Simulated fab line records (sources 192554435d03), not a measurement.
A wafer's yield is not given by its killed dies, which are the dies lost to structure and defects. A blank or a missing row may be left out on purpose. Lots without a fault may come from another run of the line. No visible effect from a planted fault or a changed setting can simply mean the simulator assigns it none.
fab line records ; flow n5-finfet
[record] lots = 4; wafers = 11; last-day = 19
route steps=1938 shown DUMMY_GATE@247 SPACER0@258 SD_EPI_N@262 SD_EPI_P@326 BEOL_M4@1111 PASSIVATION@1936
lots that met no fault: from a run of the same line without faults
start-h: start of the lot's first displayed wafer, in hours after the record's first day ; wait-h: hours from the lot's prior step to this one ; " same as the row above ; L1.1+2: one row covering several wafers at once ; - value missing, or start not given ; * or withheld: withheld ; < > ~ a bound
route shown NAME@n: a module of which the file shows steps, and the number in the route of the first ; usual: mean/standard deviation taken from wafers without a fault ; same: alike in all rows ; chamber/n: place in a boat ; sites: readings site by site ; _std_site: standard deviation of those values ; _edge_site: the outer-site mean with the inner-site mean subtracted ; radius-mm: for every site, how far away it sits from the centre of the wafer ; mask NAME#n: copy n ; behind: the tool/chamber that last shaped the wafer ; hold: reason for holding the lot/hours on hold/outcome of the hold ; device: names the non-switching transistor (n, p or np) ; end of line: at the end of the route, the tests of the same wafers ; a step without rows: its recipe alone ; killed: dies that structure and defects cost at the first sort, which is not the same as the wafer's yield ; map: shows each die of a wafer: x if killed, . if not, _ if none is there
set.NAME: the setting as run; set.NAME@STEP: as run at that earlier step ; model.NAME: the simulator's own value behind a step, which no gauge read
lots at some steps of the route; a table a step, a row a wafer
services: from which hour (start-h, from the record's first day; less than 0 if before it) a tool's chamber was out of use, for how many hours, and why
[[steps]]
[step N5_DUMMY_GATE_ETCH_23]
[recipe] chemistry = HBr/Cl2/O2; HBr_flow_sccm = 150; Cl2_flow_sccm = 80; O2_flow_sccm = 12; bias-w = 102; target-depth-a = 410; time-s = 22.3; target = poly-Si; mask-material = SiO2; pressure-mtorr = 10; icp-w = 800
[step N5_DUMMY_GATE_ETCH_44]
[recipe] chemistry = HBr/O2; over-etch-frac = 0.7; target-depth-a = 1275; stop-on = SiO2; ion-energy-ev = 60; bias-w = 20; target = poly-Si; mask-material = SiO2; pressure-mtorr = 20; icp-w = 400; HBr_flow_sccm = 120; O2_flow_sccm = 10
[step N5_DUMMY_GATE_ETCH_42]
[recipe] chemistry = CHF3/O2; target = SiO2; target-depth-a = 35; time-s = 31; ion-energy-ev = 30; bias-w = 12; pressure-mtorr = 30; source-w = 600; Ar_flow_sccm = 200; CHF3_flow_sccm = 50; O2_flow_sccm = 5
[step N5_DUMMY_GATE_STRIP_48]
[recipe] chemistry = N2/H2; time-s = 20; power-w = 100; temp-c = 40; pressure-mtorr = 100; rf-frequency-hz = 6e+07; bias-power-w = 3; n2-flow-sccm = 300; h2-flow-sccm = 300
[step N5_DUMMY_GATE_PRECLEAN_33]
[recipe] chemistry = dHF; time-s = 10; dilution = 750:1; temp-c = 25
[step N5_DUMMY_GATE_PRECLEAN_25]
[recipe] chemistry = O3/DIW; time-s = 45; temp-c = 22; o3-ppm = 10
[step N5_DUMMY_GATE_PRECLEAN_51]
[recipe] chemistry = SC2; time-s = 45; temp-c = 35; mix = 1:1:50
[step N5_DUMMY_GATE_SRD_26]
[recipe] dry = ipa-marangoni; time-s = 30; temp-c = 23; rinse-liquid = diw
[step N5_DUMMY_GATE_UV_OZONE_45]
[recipe] time-s = 120; pressure-torr = 760; temp-c = 25
[step N5_SPACER0_ALD_07]
[recipe] material = SiNx; target-thk-a = 20; temp-c = 400; ald-precursor-family = SiH2I2; ald-co-reactant = N2/H2-plasma; pressure-torr = 2
[step N5_SPACER0_ALD_00]
[recipe] material = SiOCN; target-thk-a = 35; temp-c = 400; ald-precursor-family = alkyl-aminosilane; ald-co-reactant = O2/N2-plasma; pulse-time-s = 3; purge-time-s = 2; co-reactant-purge-time-s = 2; ald-cycles = 58; pressure-torr = 2
[usual] ald-cycles = 58/0; heater-power-w = 856/86; precursor-pulse-height-rel = 0.997/0.021
lot.wafer;tool;chamber;start-h;wait-h;ald-cycles;heater-power-w;precursor-pulse-height-rel;model.SiOCN_of_SPACER0_ALD_00.thk-nm
L610.1;ald-sin-04;0;106.45;0.1;58;737;0.994;3.6
L610.3;ald-sin-04;2;106.45;0.1;58;999;0.999;3.6
L610.5;ald-sin-04;3;106.45;0.1;58;899;0.964;3.6
L613.2;ald-sin-04;2;122.17;0.1;70;984;0.981;4.2
L613.3;ald-sin-04;0;122.17;0.1;58;760;0.996;3.4
L613.4;ald-sin-04;3;122.17;0.1;58;897;0.984;3.6
L616.1;ald-sin-04;0;138.67;0.1;70;768;1.033;4.2
L616.4;ald-sin-04;3;138.67;0.1;58;893;1.010;3.6
L622.1;ald-sin-02;3;174.47;0.1;58;855;0.999;3.4
L622.3;ald-sin-02;0;174.47;0.1;58;812;1.010;3.4
L622.4;ald-sin-02;1;174.47;0.1;58;850;0.949;3.4
[step N5_SPACER0_ALD_08]
[recipe] material = SiNx; target-thk-a = 20; temp-c = 400; ald-precursor-family = SiH2I2; ald-co-reactant = N2/H2-plasma; pressure-torr = 2
[step N5_SD_EPI_N_COAT_32]
[recipe] resist = SOC; temp-c = 250; time-s = 60; spin-rpm = 1500; resist-thk-nm = 350
[step N5_SD_EPI_N_COAT_33]
[recipe] resist = SiARC; temp-c = 220; time-s = 60; spin-rpm = 1500; resist-thk-nm = 35
[step N5_SD_EPI_N_COAT_03]
[recipe] resist = CAR-ArF-block; spin-rpm = 1500; resist-thk-nm = 150
[step N5_SD_EPI_N_EBR_05]
[recipe] solvent = PGMEA; ebr-width-mm = 1.5
[step N5_SD_EPI_N_SOFTBAKE_04]
[recipe] temp-c = 110; time-s = 60; resist = CAR-ArF-block
[step N5_SD_EPI_N_EXPOSE_06]
[recipe] mask-id = SD_N_BLK; na = 1.35; source-shape = conventional; sigma-outer = 0.8; polarization = unpolarized; target-cd-nm = 120; dose-mj = 39.75
[step N5_SD_EPI_N_PEB_07]
[recipe] peb-temp-c = 110; peb-time-s = 60; resist = CAR-ArF-block
[step N5_SD_EPI_N_DEVELOP_08]
[recipe] develop-time-s = 30; developer = TMAH; resist = CAR-ArF-block; dev-temp-c = 23; rinse-liquid = diw; dry = air-spin
[step N5_SD_EPI_N_DESCUM_14]
[recipe] chemistry = O2; time-s = 7.9; source-power-w = 50; bias-power-w = 20; pressure-mtorr = 20; rf-frequency-hz = 2.712e+07; temp-c = 40; resist = CAR-ArF-block; o2-flow-sccm = 225
[step N5_SD_EPI_N_ETCH_34]
[recipe] chemistry = CF4; target = SiARC; target-depth-a = 455; mask-material = CAR-ArF-block; time-s = 75.8; ion-energy-ev = 80; pressure-mtorr = 40; source-w = 545; bias-w = 36; Ar_flow_sccm = 100; cf4-flow-sccm = 100; ends = cleared
[step N5_SD_EPI_N_ETCH_35]
[recipe] chemistry = N2/H2; target = SOC; overetch-a = 1080; mask-material = SiARC; temp-c = 40; ion-energy-ev = 100; source-w = 3000; bias-w = 133; pressure-mtorr = 20; time-s = 486; n2-flow-sccm = 200; h2-flow-sccm = 200
[step N5_SD_EPI_N_STRIP_36]
[recipe] chemistry = N2/H2; temp-c = 40; n2-flow-sccm = 200; h2-flow-sccm = 200; rf-frequency-hz = 6e+07
[step N5_SD_EPI_N_ETCHBACK_44]
[recipe] chemistry = CH3F/O2; mode = anisotropic-etchback; target = SiNx; target-depth-a = 145; stop-on = SiO2; over-etch-frac = 0.3; ion-energy-ev = 120; pressure-mtorr = 30; source-w = 395; bias-w = 73; Ar_flow_sccm = 150; CH3F_flow_sccm = 30; O2_flow_sccm = 20
[step N5_SD_EPI_N_ETCH_45]
[recipe] chemistry = CH3F/O2; target = SiOCN; target-depth-a = 60; mask-material = SOC; ion-energy-ev = 60; bias-w = 29; pressure-mtorr = 15; source-w = 410; Ar_flow_sccm = 150; CH3F_flow_sccm = 30; O2_flow_sccm = 20
[step N5_SD_EPI_N_ETCH_16]
[recipe] chemistry = CHF3/O2; target = SiO2; target-depth-a = 50; mask-material = SOC; pressure-mtorr = 30; source-w = 650; bias-w = 170; Ar_flow_sccm = 200; CHF3_flow_sccm = 50; O2_flow_sccm = 5; ion-energy-ev = 200
[step N5_SD_EPI_N_STRIP_47]
[recipe] chemistry = CHF3/O2; resist = SiARC; rf-frequency-hz = 6e+07
[step N5_SD_EPI_N_SD_RECESS_17]
[recipe] chemistry = HBr/Cl2/O2; target-depth-a = 410; mask-material = SOC; time-s = 23.7; bt-time-s = 3; pressure-mtorr = 10; icp-w = 800; bias-w = 112; HBr_flow_sccm = 150; Cl2_flow_sccm = 80; O2_flow_sccm = 12
[step N5_SD_EPI_N_STRIP_38]
[recipe] chemistry = N2/H2; power-w = 1000; temp-c = 250; h2-frac = 0.65; overash-fraction = 0.3; pressure-mtorr = withheld; n2-flow-sccm = 1750; h2-flow-sccm = 3250
[step N5_SD_EPI_N_WET_ETCH_43]
[recipe] chemistry = dHF; dilution = withheld; time-s = 14; target = SiO2; target-depth-a = 15; temp-c = 25
[step N5_SD_EPI_N_STRIP_18]
[recipe] chemistry = SPM; time-s = 750; temp-c = 130; h2so4-h2o2-vol-ratio = 4
[step N5_SD_EPI_N_SRD_20]
[recipe] dry = ipa-marangoni; do-ppb = 5; time-s = 30; temp-c = 23; rinse-liquid = diw
[step N5_SD_EPI_N_PRECLEAN_48]
[recipe] chemistry = NF3:NH3; afs-cycles = 2; temp-c = 30; time-s = 20; sublimation-temp-c = 180; sublimation-time-s = 60; pressure-torr = 3; rf-power-w = 30
[step N5_SD_EPI_N_VAPOR_ETCH_50]
[recipe] chemistry = HCl; target = Si; temp-c = 775; time-s = 54; pressure-torr = 20; mode = isotropic
[step N5_SD_EPI_N_EPI_21]
[recipe] material = Si:P; dopant = P; temp-c = 680; pressure-torr = 255; time-s = 690
[step N5_SD_EPI_P_PRECLEAN_32]
[recipe] chemistry = dHF; time-s = 10; dilution = 500:1; temp-c = 25
lot.wafer;tool;chamber;start-h;wait-h;model.SiOCN_of_SPACER0_ALD_00.thk-nm
L610.1+3+5;wet-bench-06;7,5,6;116.17;0.0;3.4
L613.2;wet-bench-03;4;131.99;0.0;4.2
L613.3+4;wet-bench-03;7,1;131.99;0.0;3.4
L616.1;wet-bench-05;0;148.00;0.0;4.2
L616.4;wet-bench-05;1;148.00;0.0;3.4
L622.1+3+4;wet-bench-06;5,7,4;184.47;0.0;3.4
[step N5_BEOL_M4_RC_MEAS_101]
[usual] DIBL_N = 35.8/1.7; DIBL_P = 35.3/2; IOFF_N = 0.150/0.026; IOFF_P = 0.194/0.029; ION_N = 667/11; ION_P = 456/7.1; REXT_N = 75.7/1.8; REXT_P = 100.6/1.6; SS_N = 71.4/0.65; SS_P = 73.1/0.64; VT_N = 251/3; VT_P = -252/3.2; VT_P_LVT = -99.8/2.3
lot.wafer;tool;chamber;start-h;wait-h;DIBL_N[mV/V];DIBL_P[mV/V];IOFF_N[nA/um];IOFF_P[nA/um];ION_N[uA/um];ION_P[uA/um];REXT_N[ohm.um];REXT_P[ohm.um];SS_N[mV/dec];SS_P[mV/dec];VT_N[mV];VT_P[mV];VT_P_LVT[mV]
L610.1;prober-01;0;276.86;0.0;36.7;37.7;0.203;0.258;695;473;76.1;101.9;72.1;73.8;245;-245;-94.6
L610.3;prober-01;0;276.86;0.0;34.6;35.8;0.151;0.226;674;463;77.9;101.1;71.8;73.1;249;-249;-96.8
L610.5;prober-01;0;276.86;0.0;32.9;34.1;0.127;0.200;660;464;78.3;102.4;70.6;72.9;251;-250;-96.7
L613.2;prober-02;0;307.86;0.5;29.1;28.5;0.067;0.101;616;428;86.8;110.9;69.1;72.6;264;-262;-110.5
L613.3;prober-02;0;307.86;0.5;35.7;34.7;0.144;0.189;657;452;76.4;101.1;71.3;74.0;254;-253;-100.6
L613.4;prober-02;0;307.86;0.5;35.0;34.3;0.144;0.187;670;459;77.6;101.6;71.2;73.2;251;-253;-100.4
L616.1;prober-02;0;313.71;0.0;30.1;31.2;0.083;0.122;636;441;84.9;110.5;70.2;72.4;260;-258;-108.3
L616.4;prober-02;0;313.71;0.0;35.8;37.1;0.152;0.223;675;469;75.3;101.2;70.9;73.5;248;-249;-99.0
L622.1;prober-01;0;344.16;0.0;36.8;37.6;0.154;0.215;668;459;73.6;99.4;71.5;73.2;251;-251;-99.9
L622.3;prober-01;0;344.16;0.0;36.1;36.8;0.144;0.207;670;464;73.9;98.8;71.6;73.1;250;-251;-100.7
L622.4;prober-01;0;344.16;0.0;37.6;37.2;0.186;0.212;668;453;71.9;100.3;72.7;73.5;248;-252;-100.0
[step N5_PASSIVATION_PROBE_49]
[usual] defect-limited-yield = 91.5/1.4; killed_at_M0_to_M3 = 34/11; killed_at_M4_up = 15/6; killed-at-contacts = 11/5.9; killed-at-front-end = 37/11; killed-at-other = 3.6/2.9; killed-dies = 101/17; killed-open = 66/12; killed-short = 33/7.8; sort_bin_5_function = 5.0/0.97; sort_bin_6_memory = 3.2/0.65; sort_bin_8_speed = 0.02/0.2; sort-n-pass = 1079/17; sort-yield-pct = 91.4/1.4
[same] gross-dies = 1180; killed-at-back-side = 0; sort_bin_4_leakage[%] = 0
lot.wafer;tool;chamber;start-h;wait-h;defect-limited-yield[%];killed_at_M0_to_M3;killed_at_M4_up;killed-at-contacts;killed-at-front-end;killed-at-other;killed-dies;killed-open;killed-short;sort_bin_5_function[%];sort_bin_6_memory[%];sort_bin_8_speed[%];sort-n-pass;sort-yield-pct[%]
L613.2;prober-01;-;414.88;0.1;91.2;34;15;9;33;13;104;70;33;5.5;3.0;65.93;298;25.3
L616.1;prober-01;-;423.65;0.0;94.7;15;6;6;34;1;62;37;24;3.1;1.9;11.27;985;83.5
// killed by level:class
L613.2 MOL_CONTACT_COAG:geometric-particle:open=8 BEOL_M2:geometric-particle:open=8 BEOL_M4:geometric-particle:open=8 FIN_SAQP:geometric-particle:open=7 STI_FIN_REVEAL:geometric-particle:open=6 BEOL_M0_SAQP:geometric-particle:open=6 BEOL_M0_SAQP:geometric-particle:short=6 FIN_SAQP:geometric-particle:short=5
L616.1 STI_FIN_REVEAL:geometric-particle:open=8 GATE_CUT:geometric-particle:short=6 MOL_CONTACT_COAG:geometric-particle:open=6 BEOL_M2:geometric-particle:open=5 FIN_SAQP:geometric-particle:short=4 FIN_SAQP:geometric-particle:open=4 BEOL_M0_SAQP:geometric-particle:short=4 ILD0:geometric-particle:short=3
// map L613.2 (x killed, . not)
_________________....x.......________________
______________.x.....xx......x.._____________
___________............x..xx.......__________
__________.....x..........x......x.._________
________...x........xx.............x.._______
_______................................______
______........x........................._____
_____..........x.........................____
____........x.x......x.....x.....x........___
___.x...........................x.....x....__
___..........................x....x........__
__....x......x.............................._
__.............x.x...................xx...x._
_............x..................x....x.......
_.................x........xx..x.............
_......x.x.......................x.....xx....
_..x........x...xx...........................
_.........xx.................x...............
_......xx.........................x.x...x...x
_.....................................xxx....
_............................................
__..........x...xx.......x.....x............_
__x...........x...x...x...............x....._
___...........x......x.x.x.................__
___.............x...x..xx............x.....__
____........................x.............___
_____................x.x.................____
______..x...x....x.......x............x._____
_______....x.x...........x.............______
________....x.x......................._______
__________x............x....xx......_________
___________.....x......x...........__________
______________......x.....x....._____________
_________________.x.........x________________
// map L616.4 (x killed, . not)
_________________........x...________________
______________..x...........x..._____________
___________.....xx...............x.__________
__________...x......................_________
________.............................x_______
_______.............x...x......x.......______
______........x.....x...........x......._____
_____..........................x.x.......____
____.......x..............................___
___..........x.....................x..x....__
___x......x.........................x...x..__
__.....x..x..........x.....................x_
__........x...............x.........x......._
_...........................x...x.x.........x
_..........x.xx.....x.......x.x..............
_...x..........................x.......x.....
_..........................................xx
_........x....................x..............
_........x.................................x.
_...................x.x......................
_.......x........x..........x................
__..................x..x...................._
__x...................x........x.........x.x_
___.x..............x.x.........x.....x.....__
___............x.......................x...__
____..x..............................x....___
_____.................x........x....xx...____
______.........x.............x....x....._____
_______....................x...........______
________x...x..............x.x.x..xx.._______
__________.........................._________
___________...x...............x....__________
______________.................._____________
_________________.x..........________________
[[services]]
tool;chamber;start-h;hours;kind
wet-bench-05;-;109.97;2.0;repair
wet-bench-06;-;127.30;6.4;repair
wet-bench-05;-;132.58;4.4;pm
wet-bench-06;-;146.66;2.9;repair
wet-bench-06;-;159.46;1.9;pm
[[key]]
[first-sign] step = N5_SPACER0_ALD_00; reading = ald-cycles; direction = up; sigmas = 99+; usual = *; struck = *
[effect] step = N5_BEOL_M4_RC_MEAS_101; reading = REXT_P; direction = up; sigmas = 6.3; usual = 100.6; struck = 110.7
[effect] step = N5_BEOL_M4_RC_MEAS_101; reading = REXT_N; direction = up; sigmas = 5.5; usual = 75.7; struck = 85.8
[effect] step = N5_BEOL_M4_RC_MEAS_101; reading = VT_P_LVT; direction = down; sigmas = 4.1; usual = -99.8; struck = -109.4
[effect] step = N5_BEOL_M4_RC_MEAS_101; reading = ION_N; direction = down; sigmas = 3.8; usual = 667; struck = 626
[effect] step = N5_BEOL_M4_RC_MEAS_101; reading = ION_P; direction = down; sigmas = 3.1; usual = 456; struck = 435
[effect] step = N5_BEOL_M4_RC_MEAS_101; reading = VT_P; direction = down; sigmas = 2.6; usual = -252; struck = -260
[effect] step = N5_PASSIVATION_PROBE_49; reading = sort_bin_8_speed; direction = up; sigmas = 99+; usual = 0.02; struck = 38.60
[model-effect] step = N5_SPACER0_ALD_00; value = SiOCN_of_SPACER0_ALD_00.thk-nm; without = 3.4; struck = 4.2
[model-effect] step = N5_SD_EPI_P_PRECLEAN_32; value = SiOCN_of_SPACER0_ALD_00.thk-nm; without = 3.4; struck = 4.2
met-at N5_SPACER0_ALD_00
struck-wafers L613.2,L616.1
onset-between 106.45 122.17
[fault] kind = process-parameter-drift; tool = ald-sin-04; chamber = -; onset-h = 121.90; steps = N5_SPACER0_ALD_00; channel = ald-cycles; offset = *; shape = step; end-h = 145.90; scope = struck-wafers-only; acts-in = *; stated = *
